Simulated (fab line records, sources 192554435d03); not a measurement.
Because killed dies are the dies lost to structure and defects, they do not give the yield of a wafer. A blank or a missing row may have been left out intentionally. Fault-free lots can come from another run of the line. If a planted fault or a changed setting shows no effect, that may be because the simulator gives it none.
Code-filled problem report in 8D (eight disciplines) form :: flow n5 finfet :: the parts of the form that need people (team, actions taken, sign-off) are left out

## 1. PROBLEM STATEMENT
At N5_FIN_CUT_CUT_ETCH_26, run length s averages 82.3 s over 4 wafers from 3 lots, while fault-free wafers read 78.9 s, standard deviation 0.48. That puts it +7.1 standard deviations away from the usual mean.
The step: etches SiNx in CH3F/O2, target depth 39 nm, time 55.7 s.
The first sign was on wafer L306.4 at day 6 16:01, on rie diel-06. Wafers with a number at this step in the record: 25, from 10 lots. By rule, "out" or "out of limits" means more than 4 standard deviations away from the usual mean. The rest of the wafers with a number are treated as sound.

## 2. WHAT IT IS AND WHAT IT IS NOT
question: which readings at this step
is: run length s
is not: O2_flow_sccm, chamber pressure mTorr, drypump motor current A, oes product au, rf vpp V

question: which lots
is: L306, L307, L311
is not: L291, L295, L296, L299, L302, L303, L310

question: which wafers of those lots
is: L306.4, L307.4, L311.4, L311.6
is not: L306.3, L307.2

question: read on which tools
is: rie diel-06
is not: rie diel-04, rie diel-05

question: when
is: from day 6 16:01
is not: up to then (17 sound wafers); but 4 sound wafers of L307, L310 came after

## 3. SUSPECTS, AND WHAT RULES EACH OUT
Counting: a tool at a process step up to the reading stays a suspect if it ran every lot that is out. Sound lots after the first of them don't rule it out here, since some wafers of a struck lot are sound.
- rie diel-06 at N5_FIN_CUT_ETCH_20 (etches SiARC in CF4, target depth 26 nm, time 43.3 s): kept. Ran every lot that is out, first one L306 (day 6 15:38); last sound lot up to then L302 (day 5 13:58).
- rie diel-06 at N5_FIN_CUT_ETCH_21 (etches SOC in N2/H2, target depth 219 nm, overetch 43.8 nm, time 523.5 s): kept. Ran every lot that is out, first one L306 (day 6 15:40); last sound lot up to then L302 (day 5 14:00).
- rie diel-06 at N5_FIN_CUT_STRIP_24 (strips in CF4): kept. Ran every lot that is out, first one L306 (day 6 15:59); last sound lot up to then L302 (day 5 14:20).
- rie diel-06 at N5_FIN_CUT_CUT_ETCH_26 (etches SiNx in CH3F/O2, target depth 39 nm, time 55.7 s): kept. Ran every lot that is out, first one L306 (day 6 16:01); last sound lot up to then L302 (day 5 14:21). Out on those wafers are its own readings of run length s.
Left after counting: rie diel-06 at N5_FIN_CUT_ETCH_20, rie diel-06 at N5_FIN_CUT_ETCH_21, rie diel-06 at N5_FIN_CUT_STRIP_24, rie diel-06 at N5_FIN_CUT_CUT_ETCH_26.

## 4. THE CAUSE (what the simulator had put in)
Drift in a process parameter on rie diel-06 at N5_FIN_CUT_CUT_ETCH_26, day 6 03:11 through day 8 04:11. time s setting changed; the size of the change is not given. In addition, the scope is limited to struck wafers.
Counting left 4 suspects, and this tool is among them.

## 5. THE EFFECT CHAIN, in route order
One row per reading whose mean, taken over the struck wafers that have a number, lies over 3 standard deviations from the usual. Scope: only readings with a usual standard deviation given in the record; hours: median across lots of the time from each lot's start at the first step in this table that gives one to its start at this step; sigmas: change in usual standard deviations.
hours: 0
step: N5_FIN_CUT_CUT_ETCH_26
reading: run length s
usual: 78.9 s
on struck wafers: 82.3
change: +3.4
sigmas: +7.1
Here are the process steps it includes:
- N5_FIN_CUT_CUT_ETCH_26: etches SiNx in CH3F/O2, target depth 39 nm, time 55.7 s.
Later steps that measure or inspect, where all struck wafers having a row at the step show a number for every such reading and not one has moved that far: N5_BEOL_M4_RC_MEAS_101.

## 6. HOW IT WOULD HAVE BEEN CAUGHT EARLIER
In this record no reading fell out of limits until day 6 16:01, 13 hours after the fault had begun at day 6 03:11.
